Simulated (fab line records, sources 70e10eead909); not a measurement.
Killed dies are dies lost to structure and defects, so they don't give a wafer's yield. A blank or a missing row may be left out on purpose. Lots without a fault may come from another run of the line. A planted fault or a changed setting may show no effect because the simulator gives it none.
Which tool did it? | flow nand_harc | 24 lots, 72 wafers sampled, at 6 steps of a route of 1159

WHAT THE GAUGES READ, wafer by wafer
The record holds no reading of a measuring or inspecting step that can be judged against a usual standard deviation.

WHICH TOOL RAN EACH LOT (tool, then ch and the chambers of the sampled wafers, then the start)
lot  | NHARC_A_STAIRCASE_TRIM_200                    | NHARC_A_STAIRCASE_TRIM_224                    | NHARC_A_STAIRCASE_ETCH_232                    | NHARC_A_STAIRCASE_ETCH_236                    | NHARC_A_STAIRCASE_STRIP_254          | NHARC_A_STAIRCASE_ETCH_292
L075 | rie_diel-05 ch 0,1,3, day 11 15:07 or earlier | rie_diel-13 ch 1,3, day 11 15:07 or earlier   | rie_diel-05 ch 0,1,3, day 11 15:07 or earlier | rie_diel-05 ch 0,2, day 11 15:07 or earlier   | plasma_asher-02 ch 0,1, day 11 15:07 | rie_diel-05 ch 0,1,3, day 11 19:08
L076 | rie_diel-13 ch 0,1,2, day 11 16:26 or earlier | rie_diel-09 ch 0,1,2, day 11 16:26 or earlier | rie_diel-09 ch 0,2,3, day 11 16:26 or earlier | rie_diel-09 ch 1,2,3, day 11 16:26 or earlier | plasma_asher-02 ch 0,1, day 11 16:26 | rie_diel-05 ch 1,2,3, day 11 21:05
L077 | rie_diel-05 ch 0,1,2, day 11 22:12 or earlier | rie_diel-05 ch 0,1,3, day 11 22:12 or earlier | rie_diel-05 ch 0,1,2, day 11 22:12 or earlier | rie_diel-05 ch 1,2,3, day 11 22:12 or earlier | plasma_asher-01 ch 0,1, day 11 22:12 | rie_diel-05 ch 0,1,3, day 12 02:07
L074 | rie_diel-05 ch 0,1,2, day 12 04:19 or earlier | rie_diel-05 ch 0,3, day 12 04:19 or earlier   | rie_diel-05 ch 0,1,3, day 12 04:19 or earlier | rie_diel-05 ch 0,1,2, day 12 04:19 or earlier | plasma_asher-01 ch 0,1, day 12 04:19 | rie_diel-05 ch 1,2,3, day 12 07:55
L079 | rie_diel-05 ch 0,1,3, day 12 08:59 or earlier | rie_diel-13 ch 0,2,3, day 12 08:59 or earlier | rie_diel-13 ch 1,2,3, day 12 08:59 or earlier | rie_diel-13 ch 0,2,3, day 12 08:59 or earlier | plasma_asher-01 ch 0,1, day 12 08:59 | rie_diel-09 ch 0,2,3, day 12 13:25
L078 | rie_diel-13 ch 0,1,3, day 12 09:19 or earlier | rie_diel-09 ch 0,2, day 12 09:19 or earlier   | rie_diel-05 ch 1,2, day 12 09:19 or earlier   | rie_diel-05 ch 0,3, day 12 09:19 or earlier   | plasma_asher-01 ch 1, day 12 09:19   | rie_diel-09 ch 2,3, day 12 15:15
L080 | rie_diel-13 ch 0,1,2, day 13 07:11 or earlier | rie_diel-05 ch 0,2,3, day 13 07:11 or earlier | rie_diel-05 ch 1,2,3, day 13 07:11 or earlier | rie_diel-05 ch 0,1,2, day 13 07:11 or earlier | plasma_asher-01 ch 0,1, day 13 07:11 | rie_diel-09 ch 0,1,3, day 13 11:25
L082 | rie_diel-05 ch 0,1,2, day 13 07:38 or earlier | rie_diel-13 ch 0,1,3, day 13 07:38 or earlier | rie_diel-05 ch 1,2,3, day 13 07:38 or earlier | rie_diel-05 ch 0,2,3, day 13 07:38 or earlier | plasma_asher-01 ch 0,1, day 13 07:38 | rie_diel-05 ch 1,2,3, day 13 12:34
L081 | rie_diel-09 ch 0,1,2, day 13 09:27 or earlier | rie_diel-05 ch 0,1,3, day 13 09:27 or earlier | rie_diel-05 ch 1,3, day 13 09:27 or earlier   | rie_diel-05 ch 1,2,3, day 13 09:27 or earlier | plasma_asher-02 ch 0,1, day 13 09:27 | rie_diel-13 ch 1,2,3, day 13 16:08
L084 | rie_diel-09 ch 0,2,3, day 13 10:05 or earlier | rie_diel-05 ch 0,3, day 13 10:05 or earlier   | rie_diel-09 ch 1,3, day 13 10:05 or earlier   | rie_diel-09 ch 0,2, day 13 10:05 or earlier   | plasma_asher-02 ch 0, day 13 10:05   | rie_diel-13 ch 0,1,2, day 13 18:08
L083 | rie_diel-13 ch 2,3, day 13 11:17 or earlier   | rie_diel-05 ch 1,2, day 13 11:17 or earlier   | rie_diel-13 ch 0,1, day 13 11:17 or earlier   | rie_diel-13 ch 2,3, day 13 11:17 or earlier   | plasma_asher-01 ch 0,1, day 13 11:17 | rie_diel-05 ch 0,1, day 13 19:49
L088 | rie_diel-05 ch 0,2,3, day 14 09:12 or earlier | rie_diel-09 ch 0,1,2, day 14 09:12 or earlier | rie_diel-05 ch 0,2,3, day 14 09:12 or earlier | rie_diel-05 ch 0,1,3, day 14 09:12 or earlier | plasma_asher-01 ch 0,1, day 14 09:12 | rie_diel-09 ch 0,1,3, day 14 13:04
L085 | rie_diel-09 ch 0,1,2, day 14 09:17 or earlier | rie_diel-13 ch 1,2,3, day 14 09:17 or earlier | rie_diel-05 ch 1,2, day 14 09:17 or earlier   | rie_diel-05 ch 0,1,3, day 14 09:17 or earlier | plasma_asher-02 ch 0,1, day 14 09:17 | rie_diel-05 ch 0,1, day 14 14:07
L086 | rie_diel-09 ch 0,1,2, day 14 14:02 or earlier | rie_diel-13 ch 0,1,2, day 14 14:02 or earlier | rie_diel-13 ch 1,3, day 14 14:02 or earlier   | rie_diel-13 ch 0,2, day 14 14:02 or earlier   | plasma_asher-02 ch 1, day 14 14:02   | rie_diel-13 ch 2,3, day 14 18:27
L087 | rie_diel-13 ch 0,2,3, day 14 21:13 or earlier | rie_diel-05 ch 1,2,3, day 14 21:13 or earlier | rie_diel-09 ch 0,3, day 14 21:13 or earlier   | rie_diel-09 ch 0,2, day 14 21:13 or earlier   | plasma_asher-01 ch 0,1, day 14 21:13 | rie_diel-05 ch 0,2,3, day 15 02:28
L090 | rie_diel-05 ch 1,2, day 15 02:16 or earlier   | rie_diel-05 ch 2,3, day 15 02:16 or earlier   | rie_diel-09 ch 0,2, day 15 02:16 or earlier   | rie_diel-09 ch 1,2,3, day 15 02:16 or earlier | plasma_asher-01 ch 0,1, day 15 02:16 | rie_diel-13 ch 1,2,3, day 15 05:56
L089 | rie_diel-09 ch 1,2, day 15 02:23 or earlier   | rie_diel-05 ch 0,1,3, day 15 02:23 or earlier | rie_diel-05 ch 0,2, day 15 02:23 or earlier   | rie_diel-05 ch 1,2, day 15 02:23 or earlier   | plasma_asher-02 ch 0,1, day 15 02:23 | rie_diel-13 ch 0,2, day 15 06:16
L091 | rie_diel-13 ch 1,3, day 15 04:47              | rie_diel-09 ch 0,3, day 15 11:48 or earlier   | rie_diel-13 ch 0,1,3, day 15 11:48 or earlier | rie_diel-13 ch 0,2, day 15 11:48 or earlier   | plasma_asher-01 ch 0,1, day 15 11:48 | rie_diel-13 ch 0,2,3, day 15 16:14
L092 | rie_diel-13 ch 0,2,3, day 15 12:24 or earlier | rie_diel-09 ch 0,1,2, day 15 12:24 or earlier | rie_diel-13 ch 0,2,3, day 15 12:24 or earlier | rie_diel-13 ch 0,1,2, day 15 12:24 or earlier | plasma_asher-01 ch 0,1, day 15 12:24 | rie_diel-05 ch 1,2, day 15 18:05
L093 | rie_diel-13 ch 1,3, day 15 17:22 or earlier   | rie_diel-09 ch 0,1,2, day 15 17:22 or earlier | rie_diel-05 ch 1,2, day 15 17:22 or earlier   | rie_diel-05 ch 0,2,3, day 15 17:22 or earlier | plasma_asher-01 ch 0,1, day 15 17:22 | rie_diel-13 ch 0,2,3, day 15 21:05
L094 | rie_diel-05 ch 1,2,3, day 16 06:11 or earlier | rie_diel-05 ch 1,2,3, day 16 06:11 or earlier | rie_diel-05 ch 0,1,3, day 16 06:11 or earlier | rie_diel-05 ch 0,1,3, day 16 06:11 or earlier | plasma_asher-01 ch 0,1, day 16 06:11 | rie_diel-05 ch 0,2,3, day 16 09:52
L095 | rie_diel-13 ch 2,3, day 16 10:52 or earlier   | rie_diel-13 ch 2,3, day 16 10:52 or earlier   | rie_diel-13 ch 0,2,3, day 16 10:52 or earlier | rie_diel-13 ch 0,1, day 16 10:52 or earlier   | plasma_asher-01 ch 0,1, day 16 10:52 | rie_diel-05 ch 0,1,3, day 16 17:28
L096 | rie_diel-09 ch 1,2,3, day 16 18:23 or earlier | rie_diel-05 ch 0,1,2, day 16 18:23 or earlier | rie_diel-05 ch 0,1,2, day 16 18:23 or earlier | rie_diel-05 ch 0,2,3, day 16 18:23 or earlier | plasma_asher-01 ch 0,1, day 16 18:23 | rie_diel-09 ch 1,2,3, day 17 00:45
L097 | rie_diel-05 ch 0,2,3, day 17 02:25 or earlier | rie_diel-05 ch 0,1, day 17 02:25 or earlier   | rie_diel-05 ch 0,3, day 17 02:25 or earlier   | rie_diel-05 ch 0,1,3, day 17 02:25 or earlier | plasma_asher-01 ch 0,1, day 17 02:25 | rie_diel-05 ch 2,3, day 17 06:28
- NHARC_A_STAIRCASE_TRIM_200: chemistry O2, time 211.2 s.
- NHARC_A_STAIRCASE_TRIM_224: chemistry O2, time 211.2 s.
- NHARC_A_STAIRCASE_ETCH_232: etches the open film in C4F8/O2, target depth 100 nm, time 40.5 s.
- NHARC_A_STAIRCASE_ETCH_236: etches the open film in C4F8/O2, target depth 100 nm, time 40.5 s.
- NHARC_A_STAIRCASE_STRIP_254: strips in O2.
- NHARC_A_STAIRCASE_ETCH_292: etches the open film in CF4/CHF3.

WHAT THE TOOLS THEMSELVES READ (means of the sampled wafers that have a number; where no wafer has one, the mark that the record gives instead)
NHARC_A_STAIRCASE_TRIM_200. Usual: drypump_motor_current_A 5.8 A, standard deviation 0.56; oes_product_au 0.999 a.u., standard deviation 0.011; rf_vpp_V 57.7 V, standard deviation 0.87; showerhead_plenum_p_Torr 3.54 Torr, standard deviation 0.13; throttle_valve_pct 17.038 %, standard deviation 0.0099.
lot  | tool        | drypump_motor_current_A (A) | oes_product_au (a.u.) | rf_vpp_V (V) | showerhead_plenum_p_Torr (Torr) | throttle_valve_pct (%) | flag
L075 | rie_diel-05 | 6.2                         | 0.993                 | 56.7         | 3.46                            | 17.031                 |
L076 | rie_diel-13 | 6.2                         | 0.994                 | 57.0         | 3.51                            | 17.031                 |
L077 | rie_diel-05 | 5.7                         | 0.998                 | 58.4         | 3.53                            | 17.044                 |
L074 | rie_diel-05 | 5.7                         | 0.996                 | 57.1         | 3.52                            | 17.041                 |
L079 | rie_diel-05 | 6.2                         | 1.003                 | 57.6         | 3.45                            | 17.031                 |
L078 | rie_diel-13 | 5.8                         | 0.998                 | 57.9         | 3.51                            | 17.036                 |
L080 | rie_diel-13 | 6.2                         | 0.992                 | 58.1         | 3.50                            | 17.035                 |
L082 | rie_diel-05 | 5.7                         | 1.010                 | 57.6         | 3.52                            | 17.037                 |
L081 | rie_diel-09 | 5.8                         | 1.007                 | 58.2         | 3.63                            | 17.029                 |
L084 | rie_diel-09 | 5.4                         | 1.003                 | 58.0         | 3.61                            | 17.028                 |
L083 | rie_diel-13 | 5.6                         | 0.991                 | 58.0         | 3.65                            | 17.044                 |
L088 | rie_diel-05 | 6.2                         | 1.014                 | 57.4         | 3.43                            | 17.034                 |
L085 | rie_diel-09 | 5.8                         | 1.005                 | 58.1         | 3.63                            | 17.034                 |
L086 | rie_diel-09 | 5.7                         | 1.006                 | 57.6         | 3.63                            | 17.048                 |
L087 | rie_diel-13 | 5.7                         | 0.991                 | 58.2         | 3.53                            | 17.040                 |
L090 | rie_diel-05 | 5.3                         | 1.018                 | 58.3         | 3.58                            | 17.036                 |
L089 | rie_diel-09 | 5.7                         | 1.005                 | 57.8         | 3.59                            | 17.039                 |
L091 | rie_diel-13 | 5.5                         | 1.002                 | 58.2         | 3.62                            | 17.032                 |
L092 | rie_diel-13 | 5.7                         | 0.992                 | 56.6         | 3.53                            | 17.035                 |
L093 | rie_diel-13 | 5.5                         | 1.004                 | 57.5         | 3.62                            | 17.049                 |
L094 | rie_diel-05 | 5.7                         | 0.998                 | 57.6         | 3.50                            | 17.037                 |
L095 | rie_diel-13 | 5.7                         | 0.990                 | 57.8         | 3.63                            | 17.035                 |
L096 | rie_diel-09 | 5.4                         | 1.001                 | 57.4         | 3.58                            | 17.041                 |
L097 | rie_diel-05 | 6.2                         | 1.002                 | 58.0         | 3.42                            | 17.044                 |

NHARC_A_STAIRCASE_TRIM_224. Usual: drypump_motor_current_A 5.9 A, standard deviation 0.58; oes_product_au 1.000 a.u., standard deviation 0.011; rf_vpp_V 57.8 V, standard deviation 0.92; showerhead_plenum_p_Torr 3.53 Torr, standard deviation 0.12; throttle_valve_pct 17.037 %, standard deviation 0.0097.
lot  | tool        | drypump_motor_current_A (A) | oes_product_au (a.u.) | rf_vpp_V (V) | showerhead_plenum_p_Torr (Torr) | throttle_valve_pct (%) | flag
L075 | rie_diel-13 | 5.9                         | 1.002                 | 58.0         | 3.60                            | 17.029                 |
L076 | rie_diel-09 | 5.8                         | 0.988                 | 58.2         | 3.64                            | 17.041                 |
L077 | rie_diel-05 | 6.1                         | 1.000                 | 58.3         | 3.46                            | 17.046                 |
L074 | rie_diel-05 | 6.6                         | 1.006                 | 57.8         | 3.38                            | 17.031                 |
L079 | rie_diel-13 | 5.7                         | 0.995                 | 58.2         | 3.54                            | 17.036                 |
L078 | rie_diel-09 | 5.7                         | 1.006                 | 58.6         | 3.66                            | 17.040                 |
L080 | rie_diel-05 | 6.1                         | 1.009                 | 57.8         | 3.43                            | 17.038                 |
L082 | rie_diel-13 | 5.8                         | 1.000                 | 57.4         | 3.51                            | 17.025                 |
L081 | rie_diel-05 | 6.1                         | 1.004                 | 57.1         | 3.45                            | 17.037                 |
L084 | rie_diel-05 | 6.5                         | 1.006                 | 58.6         | 3.37                            | 17.047                 |
L083 | rie_diel-05 | 5.3                         | 1.007                 | 57.9         | 3.58                            | 17.039                 |
L088 | rie_diel-09 | 5.7                         | 1.003                 | 58.3         | 3.63                            | 17.031                 |
L085 | rie_diel-13 | 5.8                         | 0.998                 | 58.7         | 3.62                            | 17.029                 |
L086 | rie_diel-13 | 6.2                         | 0.993                 | 57.8         | 3.49                            | 17.043                 |
L087 | rie_diel-05 | 5.7                         | 1.006                 | 57.8         | 3.51                            | 17.036                 |
L090 | rie_diel-05 | 5.8                         | 1.018                 | 57.9         | 3.49                            | 17.039                 |
L089 | rie_diel-05 | 6.1                         | 0.999                 | 57.4         | 3.44                            | 17.033                 |
L091 | rie_diel-09 | 5.1                         | 0.996                 | 58.3         | 3.60                            | 17.045                 |
L092 | rie_diel-09 | 5.7                         | 0.999                 | 57.7         | 3.62                            | 17.041                 |
L093 | rie_diel-09 | 5.7                         | 0.998                 | 57.7         | 3.62                            | 17.026                 |
L094 | rie_diel-05 | 5.7                         | 0.995                 | 58.0         | 3.50                            | 17.049                 |
L095 | rie_diel-13 | 5.7                         | 0.994                 | 58.1         | 3.63                            | 17.043                 |
L096 | rie_diel-05 | 5.7                         | 0.996                 | 57.6         | 3.50                            | 17.039                 |
L097 | rie_diel-05 | 5.6                         | 0.995                 | 57.5         | 3.52                            | 17.043                 |

NHARC_A_STAIRCASE_ETCH_232. Usual: oes_product_au 0.940 a.u., standard deviation 0.014; rf_vpp_V 895 V, standard deviation 4.7.
lot  | tool        | oes_product_au (a.u.) | rf_vpp_V (V) | flag
L075 | rie_diel-05 | 0.960                 | 894          |
L076 | rie_diel-09 | 0.941                 | 899          |
L077 | rie_diel-05 | 0.936                 | 896          |
L074 | rie_diel-05 | 0.940                 | 892          |
L079 | rie_diel-13 | 0.940                 | 899          |
L078 | rie_diel-05 | 0.934                 | 898          |
L080 | rie_diel-05 | 0.956                 | 895          |
L082 | rie_diel-05 | 0.947                 | 896          |
L081 | rie_diel-05 | 0.947                 | 896          |
L084 | rie_diel-09 | 0.931                 | 898          |
L083 | rie_diel-13 | 0.927                 | 893          |
L088 | rie_diel-05 | 0.949                 | 892          |
L085 | rie_diel-05 | 0.946                 | 898          |
L086 | rie_diel-13 | 0.952                 | 899          |
L087 | rie_diel-09 | 0.930                 | 899          |
L090 | rie_diel-09 | 0.951                 | 900          |
L089 | rie_diel-05 | 0.950                 | 895          |
L091 | rie_diel-13 | 0.927                 | 895          |
L092 | rie_diel-13 | 0.927                 | 895          |
L093 | rie_diel-05 | 0.948                 | 898          |
L094 | rie_diel-05 | 0.922                 | 893          |
L095 | rie_diel-13 | 0.945                 | 895          |
L096 | rie_diel-05 | 0.925                 | 896          |
L097 | rie_diel-05 | 0.938                 | 890          |

NHARC_A_STAIRCASE_ETCH_236. Usual: oes_product_au 0.942 a.u., standard deviation 0.013; rf_vpp_V 895 V, standard deviation 4.7.
lot  | tool        | oes_product_au (a.u.) | rf_vpp_V (V) | flag
L075 | rie_diel-05 | 0.959                 | 896          |
L076 | rie_diel-09 | 0.932                 | 899          |
L077 | rie_diel-05 | 0.932                 | 895          |
L074 | rie_diel-05 | 0.953                 | 896          |
L079 | rie_diel-13 | 0.941                 | 897          |
L078 | rie_diel-05 | 0.941                 | 890          |
L080 | rie_diel-05 | 0.940                 | 897          |
L082 | rie_diel-05 | 0.945                 | 893          |
L081 | rie_diel-05 | 0.948                 | 896          |
L084 | rie_diel-09 | 0.948                 | 900          |
L083 | rie_diel-13 | 0.957                 | 900          |
L088 | rie_diel-05 | 0.945                 | 893          |
L085 | rie_diel-05 | 0.957                 | 893          |
L086 | rie_diel-13 | 0.921                 | 895          |
L087 | rie_diel-09 | 0.944                 | 901          |
L090 | rie_diel-09 | 0.944                 | 897          |
L089 | rie_diel-05 | 0.965                 | 897          |
L091 | rie_diel-13 | 0.927                 | 894          |
L092 | rie_diel-13 | 0.924                 | 894          |
L093 | rie_diel-05 | 0.951                 | 892          |
L094 | rie_diel-05 | 0.944                 | 892          |
L095 | rie_diel-13 | 0.934                 | 891          |
L096 | rie_diel-05 | 0.935                 | 892          |
L097 | rie_diel-05 | 0.926                 | 892          |

NHARC_A_STAIRCASE_STRIP_254. Usual: drypump_motor_current_A 6.0 A, standard deviation 0.32; heater_power_w 333 W, standard deviation 17.
lot  | tool            | drypump_motor_current_A (A) | heater_power_w (W) | flag
L075 | plasma_asher-02 | 5.6                         | 305                |
L076 | plasma_asher-02 | 5.8                         | 314                |
L077 | plasma_asher-01 | 6.2                         | 351                |
L074 | plasma_asher-01 | 6.1                         | 352                |
L079 | plasma_asher-01 | 6.1                         | 357                |
L078 | plasma_asher-01 | 5.9                         | 348                |
L080 | plasma_asher-01 | 6.2                         | 342                |
L082 | plasma_asher-01 | 6.2                         | 348                |
L081 | plasma_asher-02 | 5.8                         | 315                |
L084 | plasma_asher-02 | 5.4                         | 304                |
L083 | plasma_asher-01 | 6.0                         | 331                |
L088 | plasma_asher-01 | 6.1                         | 338                |
L085 | plasma_asher-02 | 5.8                         | 320                |
L086 | plasma_asher-02 | 5.9                         | 323                |
L087 | plasma_asher-01 | 6.2                         | 339                |
L090 | plasma_asher-01 | 6.2                         | 337                |
L089 | plasma_asher-02 | 5.8                         | 310                |
L091 | plasma_asher-01 | 6.2                         | 333                |
L092 | plasma_asher-01 | 6.0                         | 340                |
L093 | plasma_asher-01 | 6.2                         | 341                |
L094 | plasma_asher-01 | 6.1                         | 335                |
L095 | plasma_asher-01 | 6.1                         | 342                |
L096 | plasma_asher-01 | 6.2                         | 335                |
L097 | plasma_asher-01 | 6.1                         | 336                |

NHARC_A_STAIRCASE_ETCH_292. Usual: cf4_flow_sccm 100.0 sccm, standard deviation 0.3; drypump_motor_current_A 5.8 A, standard deviation 0.62; oes_product_au 0.948 a.u., standard deviation 0.022; rf_vpp_V 370.4 V, standard deviation 2.1; showerhead_plenum_p_Torr 1.57 Torr, standard deviation 0.057; throttle_valve_pct 16.802 %, standard deviation 0.0086.
lot  | tool        | cf4_flow_sccm (sccm) | drypump_motor_current_A (A) | oes_product_au (a.u.) | rf_vpp_V (V) | showerhead_plenum_p_Torr (Torr) | throttle_valve_pct (%) | flag
L075 | rie_diel-05 | 100.0                | 6.1                         | 0.935                 | 370.6        | 1.54                            | 16.801                 |
L076 | rie_diel-05 | 99.9                 | 5.7                         | 0.928                 | 369.8        | 1.57                            | 16.801                 |
L077 | rie_diel-05 | 100.1                | 6.1                         | 0.944                 | 370.2        | 1.54                            | 16.803                 |
L074 | rie_diel-05 | 100.1                | 5.7                         | 0.926                 | 370.4        | 1.57                            | 16.796                 |
L079 | rie_diel-09 | 100.0                | 5.4                         | 0.954                 | 372.1        | 1.61                            | 16.800                 |
L078 | rie_diel-09 | 100.1                | 5.1                         | 0.954                 | 370.9        | 1.59                            | 16.800                 |
L080 | rie_diel-09 | 100.1                | 5.4                         | 0.968                 | 371.8        | 1.62                            | 16.807                 |
L082 | rie_diel-05 | 100.0                | 5.7                         | 0.933                 | 369.9        | 1.57                            | 16.802                 |
L081 | rie_diel-13 | 100.1                | 5.8                         | 0.918                 | 371.6        | 1.61                            | 16.809                 |
L084 | rie_diel-13 | 100.3                | 6.1                         | 0.944                 | 371.0        | 1.56                            | 16.803                 |
L083 | rie_diel-05 | 99.9                 | 5.6                         | 0.953                 | 370.7        | 1.57                            | 16.802                 |
L088 | rie_diel-09 | 100.2                | 5.4                         | 0.956                 | 371.3        | 1.62                            | 16.801                 |
L085 | rie_diel-05 | 100.1                | 5.6                         | 0.931                 | 370.6        | 1.57                            | 16.807                 |
L086 | rie_diel-13 | 99.9                 | 5.3                         | 0.949                 | 373.1        | 1.63                            | 16.804                 |
L087 | rie_diel-05 | 100.0                | 6.2                         | 0.983                 | 369.8        | 1.53                            | 16.798                 |
L090 | rie_diel-13 | 99.9                 | 5.8                         | 0.958                 | 371.7        | 1.61                            | 16.799                 |
L089 | rie_diel-13 | 100.0                | 6.1                         | 0.914                 | 368.8        | 1.52                            | 16.807                 |
L091 | rie_diel-13 | 100.4                | 5.7                         | 0.960                 | 370.7        | 1.57                            | 16.804                 |
L092 | rie_diel-05 | 99.7                 | 5.3                         | 0.991                 | 370.8        | 1.60                            | 16.800                 |
L093 | rie_diel-13 | 99.9                 | 5.7                         | 0.973                 | 370.2        | 1.57                            | 16.807                 |
L094 | rie_diel-05 | 100.3                | 6.2                         | 0.971                 | 368.6        | 1.53                            | 16.808                 |
L095 | rie_diel-05 | 100.1                | 6.2                         | 0.911                 | 368.9        | 1.53                            | 16.798                 |
L096 | rie_diel-09 | 100.2                | 5.4                         | 0.957                 | 370.7        | 1.59                            | 16.811                 |
L097 | rie_diel-05 | 100.2                | 6.2                         | 0.943                 | 368.4        | 1.52                            | 16.803                 |

THE ANSWER, worked out from the rows above alone
Rule: a lot is off if the mean of its wafers that have a number lies more than 3 standard deviations from the usual mean. A lot without any number at a reading at which 4 lots or more have one is off too. The other lots that the step has rows for count as sound. The gauges are gone through in route order, then the tools' own readings, and for those a lot's mean is taken as printed above. The first step at which some lot is off is used, and at that step the reading that is off furthest; a lot without a number counts as furthest.
No lot is off at any reading shown: from this, nothing can be told.

WHAT THE SIMULATOR HAD PUT IN
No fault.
